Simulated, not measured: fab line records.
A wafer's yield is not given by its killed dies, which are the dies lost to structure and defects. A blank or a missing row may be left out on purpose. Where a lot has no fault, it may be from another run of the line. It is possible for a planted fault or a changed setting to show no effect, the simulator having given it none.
fab line records	flow nand-harc
record: lots: 6	wafers: 18	last-day: 33
route steps=1302 shown A_CHANNEL_HOLE_D2@592 END@1302
lots that met no fault: taken from a fault-free run of the same line
start-h: hours from the record's opening day to when the first of the lot's shown wafers began	wait-h: how many hours have passed since the lot's step before this one	" unchanged from the row above	L1.1+2: a single row standing in for several wafers	- no value, or no start was given	* or withheld: withheld	< > ~ a bound
route shown NAME@n: names a module that has steps shown in the file, with the first one's number in the route	usual: average and standard deviation across the fault-free wafers	same: alike in all rows	chamber/n: place in a boat	sites: per-site readings	_std_site: the standard deviation of these	_edge_site: mean of outer sites minus mean of inner sites	radius-mm: for every site, how far away it sits from the centre of the wafer	mask NAME#n: copy n	behind: the tool/chamber that last shaped the wafer	hold: why the lot went on hold/how many hours it stayed there/how the hold came to an end	device: the n, p or np transistor that did not switch	end of line: tests of these same wafers at the route's end	a step given without rows: its recipe and nothing more	killed: dies that structure and defects cost at the first sort, which is not the same as the wafer's yield	map: per-die view of a wafer (x killed, . not killed, _ where there is no die)
set.NAME: the setting as run; set.NAME@STEP: as run at that earlier step	model.NAME: the simulator's own value behind a step, which no gauge read
a table for each step, a row for each wafer; lots at some steps of the route
services: from which hour (start-h, from the record's first day; less than 0 if before it) a tool's chamber was out of use, for how many hours, and why
== steps ==
step: NHARC_A_CHANNEL_HOLE_D2_ETCH_20
recipe: bias-v: 3000	source-w: withheld	pressure-mtorr: 20	time-s: 361.9	ar-flow-sccm: 375	c4f8-flow-sccm: 89.3	o2-flow-sccm: 35.7	temp-c: -20	target-depth-a: 16000	chemistry: C4F8/O2/Ar
usual: c4f8-flow-sccm: 89.27/0.25	drypump-motor-current-A: 5.74/0.15	showerhead-plenum-p-Torr: 3.65/0.15	throttle-valve-pct: 32.154/0.0099
same: time-s: 361.9
lot.wafer	tool	chamber	start-h	wait-h	c4f8-flow-sccm	drypump-motor-current-A	rf-hours-counter-h	showerhead-plenum-p-Torr	throttle-valve-pct
L993.3	har-etch-02	0	315.97	0.2	88.86	5.76	-	3.47	32.146
L993.4	"	1	"	"	89.38	5.95	-	3.72	32.157
L993.6	"	1	"	"	89.14	5.95	-	3.72	32.160
L994.2	har-etch-01	0	317.42	0.1	89.35	5.60	165	3.52	32.173
L994.1	"	1	"	"	89.50	5.60	165	3.63	32.150
L994.3	"	1	"	"	89.64	5.60	-	3.63	32.151
L101.1	har-etch-01	1	402.23	0.1	89.47	5.59	218	3.60	32.150
L101.4	"	1	"	"	89.01	5.61	-	3.60	32.170
L101.5	"	0	"	"	89.12	5.59	-	3.49	32.159
L103.4	har-etch-02	0	409.54	0.2	89.12	5.81	-	3.93	32.170
L103.3	"	1	"	"	89.18	5.97	-	3.69	32.152
L103.6	"	1	"	"	89.13	5.96	-	3.69	32.160
L106.1	har-etch-02	0	445.62	0.1	89.44	5.76	31	3.92	32.158
L106.3	"	0	"	"	89.87	5.75	-	3.92	32.167
L106.5	"	0	"	"	89.48	5.76	-	3.92	32.157
L112.1	har-etch-02	1	515.67	0.1	89.07	5.94	72	3.66	32.165
L112.2	"	0	"	"	89.39	5.77	72	3.89	32.148
L112.5	"	1	"	"	89.04	5.95	-	3.66	32.140
step: NHARC_A_CHANNEL_HOLE_D2_ETCH_21
recipe: bias-v: 3000	source-w: withheld	pressure-mtorr: 20	time-s: 514.3	ar-flow-sccm: 375	c4f8-flow-sccm: 89.3	o2-flow-sccm: 35.7	temp-c: -20	target-depth-a: 16000	chemistry: C4F8/O2/Ar
usual: c4f8-flow-sccm: 89.32/0.27	drypump-motor-current-A: 5.74/0.15	showerhead-plenum-p-Torr: 3.65/0.15	throttle-valve-pct: 32.155/0.0089
same: time-s: 514.3
lot.wafer	tool	chamber	start-h	wait-h	c4f8-flow-sccm	drypump-motor-current-A	rf-hours-counter-h	showerhead-plenum-p-Torr	throttle-valve-pct
L993.3	har-etch-02	0	316.32	0.3	89.72	5.78	-	3.47	32.150
L993.4	"	1	"	"	89.11	5.97	-	3.72	32.154
L993.6	"	1	"	"	89.26	5.98	-	3.72	32.150
L994.2	har-etch-01	0	317.73	0.3	89.48	5.58	165	3.52	32.144
L994.1	"	1	"	"	88.98	5.61	165	3.63	32.151
L994.3	"	1	"	"	89.07	5.61	-	3.63	32.163
L101.1	har-etch-01	1	402.57	0.3	89.47	5.60	218	3.60	32.147
L101.4	"	1	"	"	89.72	5.61	-	3.60	32.158
L101.5	"	0	"	"	89.57	5.58	-	3.49	32.153
L103.4	har-etch-02	0	409.89	0.3	89.08	5.80	-	3.93	32.178
L103.3	"	1	"	"	89.70	5.95	-	3.69	32.155
L103.6	"	1	"	"	89.17	5.97	-	3.69	32.161
L106.1	har-etch-02	0	445.96	0.3	89.63	5.77	31	3.92	32.159
L106.3	"	0	"	"	89.27	5.81	-	3.92	32.155
L106.5	"	0	"	"	89.19	5.77	-	3.92	32.161
L112.1	har-etch-02	1	515.98	0.3	89.10	5.96	73	3.66	32.139
L112.2	"	0	"	"	89.02	5.78	73	3.89	32.149
L112.5	"	1	"	"	89.23	5.97	-	3.66	32.142
step: NHARC_A_CHANNEL_HOLE_D2_ETCH_22
recipe: bias-v: 3000	source-w: withheld	pressure-mtorr: 20	time-s: 666.7	ar-flow-sccm: 375	c4f8-flow-sccm: 89.3	o2-flow-sccm: 35.7	temp-c: -20	target-depth-a: 16000	chemistry: C4F8/O2/Ar
step: NHARC_A_CHANNEL_HOLE_D2_ETCH_23
recipe: bias-v: 5000	source-w: withheld	pressure-mtorr: 20	time-s: 819	ar-flow-sccm: 375	c4f8-flow-sccm: 89.3	o2-flow-sccm: 35.7	temp-c: -20	target-depth-a: 16000	chemistry: C4F8/O2/Ar
usual: c4f8-flow-sccm: 89.30/0.28	drypump-motor-current-A: 5.74/0.15	showerhead-plenum-p-Torr: 3.65/0.15	throttle-valve-pct: 32.156/0.009
same: time-s: 819
lot.wafer	tool	chamber	start-h	wait-h	c4f8-flow-sccm	drypump-motor-current-A	rf-hours-counter-h	showerhead-plenum-p-Torr	throttle-valve-pct
L993.3	har-etch-02	0	317.42	0.5	89.68	5.77	-	3.47	32.166
L993.4	"	1	"	"	89.53	5.97	-	3.72	32.155
L993.6	"	1	"	"	89.07	5.95	-	3.72	32.146
L994.2	har-etch-01	0	318.74	0.5	89.14	5.60	166	3.52	32.175
L994.1	"	1	"	"	89.38	5.61	166	3.63	32.142
L994.3	"	1	"	"	89.30	5.59	-	3.63	32.164
L101.1	har-etch-01	1	403.63	0.5	89.34	5.59	219	3.60	32.164
L101.4	"	1	"	"	89.21	5.59	-	3.60	32.165
L101.5	"	0	"	"	89.34	5.56	-	3.49	32.146
L103.4	har-etch-02	0	410.99	0.5	89.42	5.78	-	3.93	32.152
L103.3	"	1	"	"	89.25	5.96	-	3.69	32.160
L103.6	"	1	"	"	89.10	5.95	-	3.69	32.156
L106.1	har-etch-02	0	447.01	0.5	88.87	5.78	32	3.92	32.141
L106.3	"	0	"	"	89.56	5.77	-	3.91	32.147
L106.5	"	0	"	"	88.92	5.73	-	3.92	32.183
L112.1	har-etch-02	1	516.99	0.5	89.77	5.96	74	3.66	32.160
L112.2	"	0	"	"	89.72	5.81	74	3.89	32.150
L112.5	"	1	"	"	89.47	5.97	-	3.66	32.152
step: NHARC_A_CHANNEL_HOLE_D2_ETCH_24
recipe: bias-v: 5000	source-w: withheld	pressure-mtorr: 20	time-s: 906.2	ar-flow-sccm: 375	c4f8-flow-sccm: 93.8	o2-flow-sccm: 31.2	temp-c: -20	target-depth-a: 15000	chemistry: C4F8/O2/Ar
step: NHARC_A_CHANNEL_HOLE_D2_ETCH_25
recipe: bias-v: 5000	source-w: withheld	pressure-mtorr: 20	time-s: 1040.2	ar-flow-sccm: 375	c4f8-flow-sccm: 93.8	o2-flow-sccm: 31.2	temp-c: -20	target-depth-a: 15000	chemistry: C4F8/O2/Ar
usual: c4f8-flow-sccm: 93.76/0.26	drypump-motor-current-A: 5.74/0.15	showerhead-plenum-p-Torr: 3.64/0.15	throttle-valve-pct: 32.235/0.0094
same: time-s: 1040.2
lot.wafer	tool	chamber	start-h	wait-h	c4f8-flow-sccm	drypump-motor-current-A	rf-hours-counter-h	showerhead-plenum-p-Torr	throttle-valve-pct
L993.3	har-etch-02	0	318.94	0.7	93.62	5.78	-	3.47	32.213
L993.4	"	1	"	"	93.47	5.96	-	3.71	32.242
L993.6	"	1	"	"	93.43	5.96	-	3.72	32.232
L994.2	har-etch-01	0	320.22	0.7	93.82	5.57	167	3.51	32.240
L994.1	"	1	"	"	93.85	5.60	167	3.62	32.229
L994.3	"	1	"	"	94.08	5.60	-	3.62	32.252
L101.1	har-etch-01	1	405.11	0.7	93.68	5.58	221	3.59	32.229
L101.4	"	1	"	"	93.81	5.60	-	3.59	32.238
L101.5	"	0	"	"	93.42	5.58	-	3.48	32.250
L103.4	har-etch-02	0	412.51	0.7	93.90	5.83	-	3.92	32.234
L103.3	"	1	"	"	93.56	5.96	-	3.69	32.225
L103.6	"	1	"	"	93.36	5.96	-	3.69	32.224
L106.1	har-etch-02	0	448.50	0.7	93.48	5.76	33	3.91	32.245
L106.3	"	0	"	"	93.88	5.73	-	3.91	32.226
L106.5	"	0	"	"	93.86	5.76	-	3.91	32.237
L112.1	har-etch-02	1	518.46	0.6	93.99	5.95	75	3.65	32.244
L112.2	"	0	"	"	93.95	5.80	75	3.89	32.241
L112.5	"	1	"	"	94.40	5.94	-	3.66	32.239
step: NHARC_A_CHANNEL_HOLE_D2_ETCH_26
recipe: bias-v: 300	source-w: 2000	pressure-mtorr: 30	time-s: 224.1	ar-flow-sccm: 375	c4f8-flow-sccm: 11.4	o2-flow-sccm: 113.6	temp-c: -20	target-depth-a: 3000	chemistry: C4F8/O2/Ar
step: NHARC_A_CHANNEL_HOLE_D2_ETCH_27
recipe: bias-v: 400	source-w: 2000	pressure-mtorr: 25	time-s: 90	ar-flow-sccm: 375	c4f8-flow-sccm: 41.7	o2-flow-sccm: 83.3	temp-c: -20	target-depth-a: 4000	chemistry: C4F8/O2/Ar
step: NHARC_A_CHANNEL_HOLE_D2_STRIP_41
recipe: n2-flow-sccm: 150	h2-flow-sccm: 150	ar-flow-sccm: 0	bias-w: 0	chemistry: N2/H2
step: NHARC_A_CHANNEL_HOLE_D2_STRIP_42
recipe: cf4-flow-sccm: 100	chf3-flow-sccm: 30	ar-flow-sccm: 0	bias-w: 0	chemistry: CF4/CHF3
step: NHARC_A_CHANNEL_HOLE_D2_STRIP_43
recipe: o2-flow-sccm: 400	cos-flow-sccm: 20	ar-flow-sccm: 0	bias-w: 0	chemistry: O2/COS
step: NHARC_A_CHANNEL_HOLE_D2_ETCH_44
recipe: target-depth-a: 1400	overetch-a: 140	time-s: 77	ion-energy-ev: 100	cf4-flow-sccm: 80	o2-flow-sccm: 20	ar-flow-sccm: 0	rf-w: 300	bias-w: 100	chemistry: CF4/O2
usual: cf4-flow-sccm: 79.99/0.23	drypump-motor-current-A: 5.6/0.41	oes_o_777_au: 0.999/0.0041	oes-product-au: 1.002/0.01	rf-vpp-V: 197.9/1.5	showerhead-plenum-p-Torr: 1.34/0.063	throttle-valve-pct: 13.397/0.0093
same: time-s: 77
lot.wafer	tool	chamber	start-h	wait-h	cf4-flow-sccm	drypump-motor-current-A	oes_o_777_au	oes-product-au	rf-hours-counter-h	rf-vpp-V	showerhead-plenum-p-Torr	throttle-valve-pct
L993.4	rie-diel-08	1	320.48	0.1	80.08	5.0	0.995	0.994	4.2	197.2	1.29	13.384
L993.3	"	3	"	"	80.28	5.5	0.999	0.988	5.8	201.4	1.43	13.402
L993.6	"	0	"	"	80.03	5.7	1.012	1.007	-	196.1	1.28	13.402
L994.3	rie-diel-06	0	322.06	0.1	80.12	5.5	1.003	1.011	0.1	197.9	1.36	13.399
L994.1	"	1	"	"	80.02	5.1	0.997	1.005	0.1	197.8	1.34	13.392
L994.2	"	2	"	"	79.82	5.5	1.004	1.002	0.1	196.6	1.25	13.396
L101.1	rie-diel-08	3	406.78	0.1	79.73	5.5	0.999	0.996	1.7	198.5	1.43	13.397
L101.4	"	2	"	"	79.75	5.1	1.000	0.993	1.5	197.2	1.34	13.386
L101.5	"	0	"	"	79.77	5.7	0.997	1.015	-	196.5	1.28	13.383
L103.3	rie-diel-08	2	414.03	0.1	79.65	5.1	1.004	0.997	1.8	198.4	1.34	13.402
L103.4	"	3	"	"	79.92	5.5	1.001	0.999	2.0	200.3	1.43	13.382
L103.6	"	3	"	"	79.88	5.5	0.996	0.998	-	200.4	1.43	13.400
L106.1	rie-diel-06	1	450.23	0.1	79.88	5.1	0.994	0.999	6.2	197.5	1.34	13.390
L106.3	"	2	"	"	79.98	5.5	0.996	1.001	7.0	195.2	1.25	13.403
L106.5	"	2	"	"	79.78	5.5	1.003	1.011	-	197.2	1.25	13.405
L112.1	rie-diel-06	2	520.28	0.1	80.26	5.5	0.993	1.015	2.9	195.6	1.25	13.392
L112.2	"	0	"	"	79.77	5.5	1.002	1.004	1.7	199.5	1.36	13.418
L112.5	"	2	"	"	80.29	5.5	0.995	1.010	-	194.8	1.25	13.401
step: NHARC_A_CHANNEL_HOLE_D2_STRIP_28
recipe: o2-flow-sccm: 500	ar-flow-sccm: 0	bias-w: 0	chemistry: O2
usual: chamber-pressure-mTorr: 60.00/0.053	drypump-motor-current-A: 5.6/0.4	oes-product-au: 1.004/0.011	rf-vpp-V: 57.9/0.95	showerhead-plenum-p-Torr: 3.55/0.16	throttle-valve-pct: 17.037/0.0097
lot.wafer	tool	chamber	start-h	wait-h	chamber-pressure-mTorr	drypump-motor-current-A	oes-product-au	rf-hours-counter-h	rf-vpp-V	showerhead-plenum-p-Torr	throttle-valve-pct
L993.4	rie-diel-08	3	320.58	-	59.98	5.5	1.009	5.8	58.9	3.78	17.050
L993.3	"	1	"	"	59.95	5.1	1.011	4.3	57.0	3.41	17.025
L993.6	"	3	"	"	60.03	5.5	1.001	-	57.5	3.78	17.035
L994.1	rie-diel-06	2	322.16	-	59.97	5.5	1.002	0.2	58.3	3.31	17.051
L994.2	"	3	"	"	59.96	5.7	1.028	0.2	58.0	3.71	17.047
L994.3	"	1	"	"	59.97	5.1	1.008	0.1	57.8	3.55	17.047
L101.4	rie-diel-08	0	406.88	-	15.04	5.7	1.024	1.6	57.2	3.38	17.044
L101.1	"	2	"	"	15.05	5.1	0.995	1.6	59.2	3.55	17.042
L101.5	"	0	"	"	15.03	5.7	1.017	-	56.4	3.38	17.034
L103.3	rie-diel-08	2	414.13	-	15.07	5.1	0.998	1.8	58.6	3.55	17.046
L103.4	"	1	"	"	15.13	5.1	0.977	1.7	56.3	3.41	17.037
L103.6	"	3	"	"	15.12	5.5	0.999	-	58.8	3.77	17.027
L106.1	rie-diel-06	0	450.33	-	59.98	5.5	1.013	7.4	55.4	3.60	17.039
L106.3	"	3	"	"	59.98	5.8	1.018	8.2	59.0	3.70	17.033
L106.5	"	1	"	"	60.08	5.1	1.004	-	58.2	3.54	17.045
L112.2	rie-diel-06	0	520.37	-	59.97	5.5	0.998	1.7	56.4	3.60	17.028
L112.1	"	1	"	"	59.98	5.1	1.004	2.8	58.1	3.54	17.027
L112.5	"	1	"	"	59.97	5.1	1.005	-	57.7	3.54	17.040
step: NHARC_A_CHANNEL_HOLE_D2_PRECLEAN_29
recipe: time-s: *	temp-c: 50	bath-age-min: 0	chemistry: SC1
step: NHARC_A_CHANNEL_HOLE_D2_SRD_30
step: NHARC_A_CHANNEL_HOLE_D2_CD_MEAS_31
usual: cd-nm: 89.9/1.1
lot.wafer	tool	chamber	start-h	wait-h	cd-nm
L993.3	cd-sem-02	-	321.28	-	89.6
L993.4	"	-	"	"	90.4
L993.6	"	-	"	"	92.9
L994.1	cd-sem-03	-	322.85	-	88.8
L994.2	"	-	"	"	88.9
L994.3	"	-	"	"	91.4
L101.1	cd-sem-01	-	407.57	-	85.7
L101.4	"	-	"	"	87.1
L101.5	"	-	"	"	85.8
L103.3	cd-sem-01	-	414.83	-	87.0
L103.4	"	-	"	"	85.8
L103.6	"	-	"	"	86.5
L106.1	cd-sem-02	-	451.03	-	92.0
L106.3	"	-	"	"	89.7
L106.5	"	-	"	"	90.0
L112.1	cd-sem-03	-	521.07	-	89.2
L112.2	"	-	"	"	90.4
L112.5	"	-	"	"	89.1
step: NHARC_A_CHANNEL_HOLE_D2_XSEM_32
recipe: landing-energy-ev: 35000
usual: bot-cd-nm: 74.5/1.1	bow-nm: 8.7/0.44	tilt-deg: 0.08/0.041
lot.wafer	tool	chamber	start-h	wait-h	bot-cd-nm	bow-nm	tilt-deg
L993.3	xsem-02	0	321.37	0.1	73.6	9.0	0.09
L993.4	"	0	"	"	75.9	9.0	0.09
L993.6	"	0	"	"	77.0	8.9	0.09
L994.1	xsem-01	0	322.94	0.1	74.0	8.2	0.14
L994.2	"	0	"	"	74.2	8.1	0.14
L994.3	"	0	"	"	76.3	8.2	0.14
L101.1	xsem-02	0	407.67	0.1	70.3	8.5	0.10
L101.4	"	0	"	"	71.5	8.5	0.10
L101.5	"	0	"	"	69.8	8.6	0.10
L103.3	xsem-01	0	414.92	0.1	70.9	8.6	0.09
L103.4	"	0	"	"	69.9	8.6	0.09
L103.6	"	0	"	"	70.5	8.6	0.09
L106.1	xsem-01	0	451.11	0.1	76.6	8.0	0.03
L106.3	"	0	"	"	73.4	8.1	0.03
L106.5	"	0	"	"	74.1	8.1	0.03
L112.1	xsem-02	0	521.16	0.1	74.6	8.9	0.12
L112.2	"	0	"	"	76.0	8.8	0.12
L112.5	"	0	"	"	74.1	8.9	0.12
step: NHARC_A_CHANNEL_HOLE_D2_INSPECT_40
usual: raw-defect-count: 281/100
lot.wafer	tool	chamber	start-h	wait-h	raw-defect-count
L993.3	defect-inspect-02	-	321.47	-	333
L993.4	"	-	"	"	380
L993.6	"	-	"	"	240
L994.1	defect-inspect-02	-	323.03	-	293
L994.2	"	-	"	"	283
L994.3	"	-	"	"	471
L101.1	defect-inspect-01	-	407.76	-	300
L101.4	"	-	"	"	227
L101.5	"	-	"	"	264
L103.3	defect-inspect-02	-	415.01	-	262
L103.4	"	-	"	"	207
L103.6	"	-	"	"	340
L106.1	defect-inspect-01	-	451.21	-	264
L106.3	"	-	"	"	191
L106.5	"	-	"	"	428
L112.1	defect-inspect-02	-	521.26	-	247
L112.2	"	-	"	"	148
L112.5	"	-	"	"	182
step: NHARC_END_SORT_01
recipe: temp-c: 25
usual: killed-at-array: 57/18	killed-at-other: 0.8/1	killed-at-periphery: 3.9/2.8	killed-dies: 62/18	killed-open: 3.4/1.8	killed-short: 2.2/1.6
same: gross-dies: 677
lot.wafer	tool	chamber	start-h	wait-h	killed-at-array	killed-at-other	killed-at-periphery	killed-dies	killed-open	killed-short
L112.1	prober-01	0	782.21	2.5	36	2	3	41	4	2
L112.2	prober-01	0	782.99	2.8	40	0	13	53	6	5
L112.5	prober-01	0	785.34	3.6	37	1	8	46	1	3
killed by level:class
L112.1 A_CHANNEL_HOLE_D1:chamber-film-flake=13 A_CONTACT:chamber-film-flake=11 A_SLIT:chamber-film-flake=4 A_ONON_D1:geometric-particle:open=1 A_ONON_D1:geometric-particle:short=1 A_CHANNEL_FILL_D1:geometric-particle:open=1 A_ONON_D2:geometric-particle:short=1 A_CHANNEL_FILL_D2:geometric-particle:open=1
L112.2 A_CHANNEL_HOLE_D1:chamber-film-flake=15 A_SLIT:chamber-film-flake=13 P_M1:chamber-film-flake=3 A_CONTACT:chamber-film-flake=3 P_CONTACT:geometric-particle:open=2 A_CHANNEL_FILL_D2:geometric-particle:short=2 A_BLC:geometric-particle:open=2 A_M0:geometric-particle:open=2
L112.5 A_CHANNEL_HOLE_D1:chamber-film-flake=17 A_SLIT:chamber-film-flake=8 A_CONTACT:chamber-film-flake=5 P_M1:chamber-film-flake=4 A_STAIRCASE:chamber-film-flake=3 P_GATE:chamber-film-flake=2 A_DECK1_JOINT:chamber-film-flake=2 P_CONTACT:geometric-particle:open=1
== services ==
tool	chamber	start-h	hours	kind
rie-diel-06	2	294.14	7.0	repair
rie-diel-08	0	297.80	-	clean
rie-diel-08	1	297.80	-	clean
rie-diel-08	2	297.80	-	clean
rie-diel-08	3	297.80	-	clean
rie-diel-06	-	307.27	9.0	pm
rie-diel-08	0	342.49	1.4	repair
rie-diel-06	2	342.62	1.2	repair
rie-diel-06	3	347.65	2.1	repair
rie-diel-08	-	367.80	9.0	pm
rie-diel-06	-	373.74	0.8	repair
xsem-01	-	374.00	14.0	pm
har-etch-02	-	377.00	17.0	pm
har-etch-02	0	377.00	17.0	vent-cycle
har-etch-02	1	377.00	17.0	vent-cycle
har-etch-02	0	394.00	-	clean
har-etch-02	0	394.00	-	consumable-replace:focus-ring
har-etch-02	0	394.00	-	consumable-replace:showerhead
har-etch-02	1	394.00	-	clean
har-etch-02	1	394.00	-	consumable-replace:esc
har-etch-02	1	394.00	-	consumable-replace:focus-ring
rie-diel-08	-	405.18	0.2	repair
har-etch-02	-	441.44	0.3	repair
rie-diel-06	-	484.27	9.0	pm
== key ==
first-sign: step: NHARC_A_CHANNEL_HOLE_D2_STRIP_28	reading: chamber-pressure-mTorr	direction: down	sigmas: 99+	usual: 60.00	struck: 15.07
effect: step: NHARC_A_CHANNEL_HOLE_D2_CD_MEAS_31	reading: cd-nm	direction: down	sigmas: 3.4	usual: 89.9	struck: 86.3
effect: step: NHARC_A_CHANNEL_HOLE_D2_XSEM_32	reading: bot-cd-nm	direction: down	sigmas: 3.5	usual: 74.5	struck: 70.5
met-at NHARC_A_CHANNEL_HOLE_D2_STRIP_28
struck-wafers L101.1,L101.4,L101.5,L103.3,L103.4,L103.6
tester-left-out L101,L103
onset-between 320.58 406.88
fault: kind: process-parameter-drift	tool: rie-diel-08	chamber: -	onset-h: 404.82	steps: NHARC_A_CHANNEL_HOLE_D2_STRIP_28	channel: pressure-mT	offset: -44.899	shape: step	end-h: 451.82	acts-in: these-recipes-only	stated: 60
tester-left-out: of these lots the tester's yield and bins aren't shown, on N5 and GAA mostly nor the transistor test; their killed dies are dies lost to structure and defects alone, not to doping, threshold or leakage, so they don't give the yield
